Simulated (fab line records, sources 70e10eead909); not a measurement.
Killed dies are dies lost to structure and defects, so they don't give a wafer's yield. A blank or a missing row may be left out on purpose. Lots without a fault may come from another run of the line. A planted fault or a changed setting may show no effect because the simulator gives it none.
One fault seen from 2 desks | flow nand_harc | each desk has only its own numbers; what lay behind them comes last

THE TOOL OWNER'S DESK: ald_hk-02
The tool's own readings at NHARC_A_CHANNEL_FILL_D2_ALD_25 (deposits SiOx, target thk 60 nm, pulse time 10 s, ald cycles 600): means of the sampled wafers that have a number, for each lot that ran on this tool. A lot is out of limits, marked OUT, if its mean lies more than 4 standard deviations from the usual mean; the brackets give that distance.
Columns: A = heater_power_w at NHARC_A_CHANNEL_FILL_D2_ALD_25, usual 475 W; B = precursor_pulse_height_rel at NHARC_A_CHANNEL_FILL_D2_ALD_25, usual 0.995
lot  | first seen here | A   | B
L973 | day 16 12:24    | 519 | 0.988
L978 | day 19 10:35    | 493 | 1.001
L981 | day 19 19:39    | 484 | 0.993
This desk's finding: nothing out of limits on any of the 3 lots.

THE METROLOGY DESK
What the gauges read, lot by lot, whatever tool the lot ran on: means of the sampled wafers that have a number. A lot is out of limits, marked OUT, if its mean lies more than 4 standard deviations from the usual mean; the brackets give that distance.
Columns: A = thk_nm at NHARC_A_CHANNEL_FILL_D2_THK_MEAS_06, usual 5.0 nm
lot  | first seen here | A
L969 | day 15 05:59    | 5.2
L970 | day 15 14:31    | 4.2
L972 | day 16 04:15    | 4.2
L973 | day 16 12:21    | 4.9
L975 | day 17 03:08    | 4.8
L976 | day 17 23:25    | 4.3
L977 | day 18 13:02    | 4.2
L978 | day 19 09:19    | 5.1
L979 | day 19 15:26    | 4.9
L981 | day 19 19:36    | 5.0
L990 | day 24 00:49    | 5.3
L991 | day 24 00:49    | 4.6
L992 | day 24 21:00    | 4.7
This desk's finding: nothing out of limits on any of the 13 lots.

PUT TOGETHER
The tool owner's desk saw nothing out of limits.
The metrology desk saw nothing out of limits.

WHAT THE SIMULATOR HAD PUT IN
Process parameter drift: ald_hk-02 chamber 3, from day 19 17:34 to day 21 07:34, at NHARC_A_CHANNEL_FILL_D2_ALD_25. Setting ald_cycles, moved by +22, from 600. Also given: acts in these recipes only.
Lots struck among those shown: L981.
